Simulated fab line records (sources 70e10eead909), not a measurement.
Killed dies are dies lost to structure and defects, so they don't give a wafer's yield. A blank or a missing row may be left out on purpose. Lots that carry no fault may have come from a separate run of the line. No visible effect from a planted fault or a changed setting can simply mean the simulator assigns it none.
fab line records    flow nandHarc
record lots=5  wafers=13  lastDay=26
route steps=1159 shown P_GATE@202 P_CONTACT@217 END@1159
lots that met no fault: from a run of the same line without faults
startH: start of the lot's first displayed wafer, in hours after the record's first day    waitH: hours since the lot's step before    " unchanged from the row above    L1.1+2: several wafers, shown together as one row    - no value, or no start given    * or withheld: withheld    < > ~ a bound
route shown NAME@n: NAME is a module with steps in the file, n the number in the route of the first one    usual: average and standard deviation across the fault-free wafers    same: alike in all rows    chamber/n: place in a boat    sites: the reading at each site    _std_site: the standard deviation of these    _edge_site: mean of outer sites minus mean of inner sites    radiusMm: how far each site lies from the wafer's centre    mask NAME#n: copy n    behind: the most recent tool/chamber to have shaped the wafer    hold: the reason the lot was held/the length of the hold in hours/how it ended    device: names the non-switching transistor (n, p or np)    end of line: the same wafers' tests at the end of the route    a step with no rows: only its recipe    killed: count of dies lost to structure and defects at first sort (not the wafer's yield)    map: per-die view of a wafer (x killed, . not killed, _ where there is no die)
set.NAME: the setting the step ran with; set.NAME@STEP: the setting that earlier step ran with    model.NAME: the simulator's own value behind a step, which no gauge read
lots seen at some steps along the route; tables by step, rows by wafer
services: when a tool's chamber went out of use (startH, in hours from the record's first day, below 0 if earlier), for how many hours, and the reason
## steps
# step NHARC_P_GATE_DESCUM_93
# recipe timeS=3  o2FlowSccm=200  arFlowSccm=0  biasPowerW=0  chemistry=O2
# usual drypumpMotorCurrentA=5.7/0.47  oesProductAu=0.996/0.0097  rfVppV=57.8/0.96  showerheadPlenumPTorr=1.93/0.076  throttleValvePct=11.311/0.0086
lot.wafer  tool        chamber  startH  waitH  drypumpMotorCurrentA  oesProductAu  rfHoursCounterH  rfVppV  showerheadPlenumPTorr  throttleValvePct
L548.2     rieDiel-13  2        113.93  -      6.1                   1.008         2                57.8    1.83                   11.319
L548.4     "           0        "       "      5.5                   0.986         2                56.7    1.93                   11.308
L548.5     "           1        "       "      5.2                   0.991         -                57.4    1.96                   11.321
L552.3     rieDiel-11  1        146.13  -      5.5                   1.002         47               58.0    2.02                   11.315
L552.2     "           3        "       "      6.6                   1.005         46               58.9    1.98                   11.301
L552.6     "           1        "       "      5.5                   0.993         -                57.5    2.02                   11.296
L557.6     rieDiel-13  0        173.94  -      5.5                   0.994         -                57.6    1.92                   11.311
L564.1     rieDiel-11  1        221.34  -      5.5                   1.002         7                59.1    2.01                   11.310
L564.4     "           0        "       "      5.8                   0.995         9                57.2    1.95                   11.310
L564.6     "           2        "       "      5.5                   0.994         -                58.3    1.78                   11.313
L567.3     rieDiel-13  3        232.26  -      6.2                   0.980         25               58.4    1.99                   11.308
L567.5     "           2        "       "      6.1                   1.003         -                56.6    1.82                   11.313
L567.6     "           3        "       "      6.2                   0.987         -                57.9    1.99                   11.310
# step NHARC_P_GATE_IMPLANT_94
# recipe energyKev=60  doseCm2=2e+15  tiltDeg=7
# step NHARC_P_GATE_STRIP_113
# recipe powerW=1500  tempC=110  timeS=740  chemistry=N2/H2
# step NHARC_P_GATE_STRIP_95
# recipe powerW=1500  tempC=250  chemistry=O2
# usual drypumpMotorCurrentA=6.0/0.38  heaterPowerW=307/32
lot.wafer  tool            chamber  startH  waitH  drypumpMotorCurrentA  heaterPowerW  rfHoursCounterH
L548.2     plasmaAsher-02  1        115.00  0.5    6.3                   263           37
L548.4     "               1        "       "      6.3                   269           -
L548.5     "               1        "       "      6.2                   254           -
L552.2     plasmaAsher-02  1        147.82  0.6    6.2                   258           55
L552.3     "               0        "       "      6.2                   317           -
L552.6     "               0        "       "      6.2                   311           -
L557.6     plasmaAsher-02  0        -       -      6.2                   309           -
L564.1     plasmaAsher-01  0        222.71  0.6    5.3                   330           19
L564.4     "               0        "       "      5.2                   322           -
L564.6     "               1        "       "      5.9                   343           -
L567.3     plasmaAsher-01  1        233.37  0.4    5.9                   350           -
L567.6     "               1        "       "      5.9                   348           -
L567.5     "               0        "       "      5.3                   327           -
# step NHARC_P_GATE_STRIP_96
# recipe timeS=900  tempC=130  chemistry=SPM
# step NHARC_P_GATE_RTA_64
# recipe tempC=1050  timeS=1
# usual lampPowerPct=33/3.2  wafer_temp_C_max=1054.2/1.6
lot.wafer  tool          chamber  startH  waitH  lampPowerPct  wafer_temp_C_max
L548.2     rtpAnneal-02  0        115.62  -      30            1053.7
L548.4     "             0        "       "      30            1052.7
L548.5     "             0        "       "      30            1053.6
L552.2     rtpAnneal-01  0        148.41  -      37            1058.2
L552.3     "             0        "       "      37            1056.5
L552.6     "             0        "       "      37            1056.4
L557.6     rtpAnneal-02  0        175.80  -      30            1054.8
L564.1     rtpAnneal-02  0        223.61  -      30            1054.6
L564.4     "             0        "       "      30            1053.7
L564.6     "             0        "       "      30            1053.6
L567.3     rtpAnneal-02  0        234.02  -      30            1053.7
L567.5     "             0        "       "      30            1053.1
L567.6     "             0        "       "      30            1053.7
# step NHARC_P_GATE_ETCH_77
# recipe targetDepthA=60  chemistry=dHF  material=SiO2
# step NHARC_P_GATE_DEGAS_109
# recipe tempC=300  timeS=60
# step NHARC_P_GATE_PRE_CLEAN_110
# recipe timeS=30  biasV=200  gas=Ar
# step NHARC_P_GATE_SPUTTER_78
# recipe targetThkA=100  material=Ni
# step NHARC_P_GATE_SPUTTER_79
# recipe targetThkA=100  material=TiN
# step NHARC_P_GATE_RTA_80
# recipe tempC=300  timeS=30
# usual lampPowerPct=2.01/0.21  wafer_temp_C_max=301.3/0.49
lot.wafer  tool          chamber  startH  waitH  lampPowerPct  wafer_temp_C_max
L548.2     rtpAnneal-02  0        116.23  -      1.80          300.9
L548.4     "             0        "       "      1.80          300.7
L548.5     "             0        "       "      1.80          301.0
L552.2     rtpAnneal-01  0        149.01  -      2.21          301.6
L552.3     "             0        "       "      2.21          301.7
L552.6     "             0        "       "      2.21          301.4
L557.6     rtpAnneal-02  0        176.40  -      1.81          300.8
L564.1     rtpAnneal-02  0        224.21  -      1.80          300.8
L564.4     "             0        "       "      1.80          301.3
L564.6     "             0        "       "      1.80          300.7
L567.3     rtpAnneal-02  0        234.65  -      1.81          300.7
L567.5     "             0        "       "      1.81          301.5
L567.6     "             0        "       "      1.80          300.5
# step NHARC_P_GATE_STRIP_67
# recipe timeS=600  tempC=130  chemistry=SPM
lot.wafer   tool         chamber  startH  waitH
L548.4+2+5  wetBench-02  7,0,2    116.42  0.1
L552.6+3+2  wetBench-09  4,5,7    149.19  0.0
L557.6      wetBench-02  2        176.48  0.0
L564.4+6+1  wetBench-09  5,7,0    224.42  0.1
L567.6+3+5  wetBench-09  6,7,1    234.81  0.0
# step NHARC_P_GATE_RTA_82
# recipe tempC=450  timeS=30
# usual lampPowerPct=4.0/0.4  wafer_temp_C_max=452.1/0.74
lot.wafer  tool          chamber  startH  waitH  lampPowerPct  wafer_temp_C_max
L548.2     rtpAnneal-02  0        116.69  -      3.6           451.2
L548.4     "             0        "       "      3.5           451.6
L548.5     "             0        "       "      3.5           451.1
L552.2     rtpAnneal-01  0        149.47  -      4.4           452.3
L552.3     "             0        "       "      4.4           452.5
L552.6     "             0        "       "      4.4           452.8
L557.6     rtpAnneal-01  0        176.86  -      4.3           452.2
L564.1     rtpAnneal-02  0        224.67  -      3.5           451.4
L564.4     "             0        "       "      3.5           451.0
L564.6     "             0        "       "      3.5           451.3
L567.3     rtpAnneal-01  0        235.51  -      4.4           452.8
L567.5     "             0        "       "      4.4           453.0
L567.6     "             0        "       "      4.4           452.6
# step NHARC_P_GATE_INSPECT_68
# usual rawDefectCount=199/78
lot.wafer  tool              chamber  startH  waitH  hold                     rawDefectCount
L548.2     defectInspect-02  -        116.86  0.1    -                        344
L548.4     "                 -        "       "      -                        599
L548.5     "                 -        "       "      -                        242
L552.2     defectInspect-01  -        149.67  0.2    -                        178
L552.3     "                 -        "       "      -                        143
L552.6     "                 -        "       "      -                        162
L557.6     defectInspect-01  -        176.92  0.0    awaitDispo/0.2h/release  696
L557.6     defectInspect-01  -        177.10  0.2    -                        698
L564.1     defectInspect-01  -        224.87  0.2    -                        181
L564.4     "                 -        "       "      -                        150
L564.6     "                 -        "       "      -                        212
L567.3     defectInspect-01  -        235.65  0.1    -                        303
L567.5     "                 -        "       "      -                        300
L567.6     "                 -        "       "      -                        231
# step NHARC_P_CONTACT_DEP_30
# recipe targetThkA=300  tempC=400  targetThkNm=30  flowSccm=200  rfW=450  material=SiNx
# step NHARC_END_SORT_01
# recipe tempC=25
# usual killedAtArray=27/12  killedAtOther=0.9/1.1  killedAtPeriphery=3.2/2.4  killedDies=31/12  killedOpen=3.3/1.7  killedShort=2.0/1.6
# same grossDies=677
lot.wafer  tool       chamber  startH  waitH  killedAtArray  killedAtOther  killedAtPeriphery  killedDies  killedOpen  killedShort
L557.6     prober-02  0        583.05  4.0    46             3              49                 98          5           2
# killed by level:class
L557.6 P_GATE:unspecified=45 A_CHANNEL_HOLE_D1:chamberFilmFlake=17 A_SLIT:chamberFilmFlake=16 A_STAIRCASE:chamberFilmFlake=5 A_CONTACT:chamberFilmFlake=3 A_M1:geometricParticle:open=2 P_M2:chamberFilmFlake=2 P_M0:geometricParticle:open=1
# map L557.6 (x killed, . not)
____________.____________
_________...x..._________
_______......x...._______
______.....x.......______
_____.....xxx......._____
____.....xx..........____
____....xxx..........____
___......x.xx.........___
___........x..........___
__........x............__
__.........x......x....__
_......................._
_......................._
_......................._
_......................._
_x..............x......._
.........................
.....x...................
.......x.......x.........
.........x.............x.
..x....................x.
_....x..x..............._
_..x....xx............x._
_......x.x.............._
_.......xx........xx...._
_......xx.x............._
__...xxx...............__
__..x.x.xx.............__
___....xx.x...........___
___...xxxxxx.x........___
____xxxxxxxx.........____
____.xxxxxxx.........____
_____xxxxxxx........_____
______xxxxxxx......______
_______xxxxxx....._______
_________xxx...._________
____________x____________
# map L548.2 (x killed, . not)
____________.____________
_________......._________
_______.......xx.._______
______.............______
_____..............._____
____.................____
____.........x.......____
___...........x.......___
___...................___
__....................x__
__............x........__
_..........x............_
_......................._
_.x....................._
_......................._
_......................._
.........................
.........................
.....x...................
x.........x..............
..........x.......x......
_......................._
_......................._
_.......x...x.........x._
_.....x................._
_......................._
__.....................__
__.......x.............__
___..................x___
___..................x___
____.................____
____.................____
_____..............._____
______.............______
_______..........._______
_________......._________
____________.____________
## services
tool            chamber  startH  hours  kind
rieDiel-13      -        99.00   9.0    pm
plasmaAsher-01  -        99.24   9.0    pm
wetBench-09     -        112.80  8.0    pm
plasmaAsher-01  -        115.53  62.5   repair
wetBench-09     0        120.80  -      consumableReplace:bath
wetBench-09     0        120.80  -      consumableReplace:filter
wetBench-09     1        120.80  -      consumableReplace:bath
wetBench-09     1        120.80  -      consumableReplace:filter
wetBench-09     2        120.80  -      consumableReplace:bath
wetBench-09     2        120.80  -      consumableReplace:filter
wetBench-09     3        120.80  -      consumableReplace:bath
wetBench-09     3        120.80  -      consumableReplace:filter
wetBench-09     4        120.80  -      consumableReplace:bath
wetBench-09     4        120.80  -      consumableReplace:filter
wetBench-09     5        120.80  -      consumableReplace:bath
wetBench-09     5        120.80  -      consumableReplace:filter
wetBench-09     6        120.80  -      consumableReplace:bath
rtpAnneal-02    -        142.14  0.7    repair
rieDiel-11      3        174.31  11.6   repair
wetBench-02     -        180.05  8.0    pm
rieDiel-11      1        181.20  9.2    repair
plasmaAsher-02  -        183.00  9.0    pm
rieDiel-11      -        189.54  9.0    pm
rieDiel-13      0        225.81  19.4   repair
## key
firstSign step=NHARC_P_GATE_INSPECT_68  reading=visit  direction=added
effect step=NHARC_P_GATE_INSPECT_68  reading=rawDefectCount  direction=up  sigmas=6.4  usual=199  struck=696
effect step=NHARC_END_SORT_01  reading=killedAtPeriphery  direction=up  sigmas=19  usual=3.2  struck=49
moreKillsBornAt NHARC_P_GATE_STRIP_67@wetBench-02=45
metAt NHARC_P_GATE_STRIP_67
struckWafers L557.6
testerLeftOut L557
onsetBetween 116.42 176.48
alsoFits NHARC_P_GATE_STRIP_95:plasmaAsher-02
fault kind=chamberParticleSource  tool=wetBench-02  chamber=2  onsetH=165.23  steps=NHARC_P_GATE_STRIP_67  ratePerVisitCm2=0.72002  endH=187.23
# testerLeftOut: of these lots the tester's yield and bins aren't shown, on N5 and GAA mostly nor the transistor test; their killed dies are dies lost to structure and defects alone, not to doping, threshold or leakage, so they don't give the yield
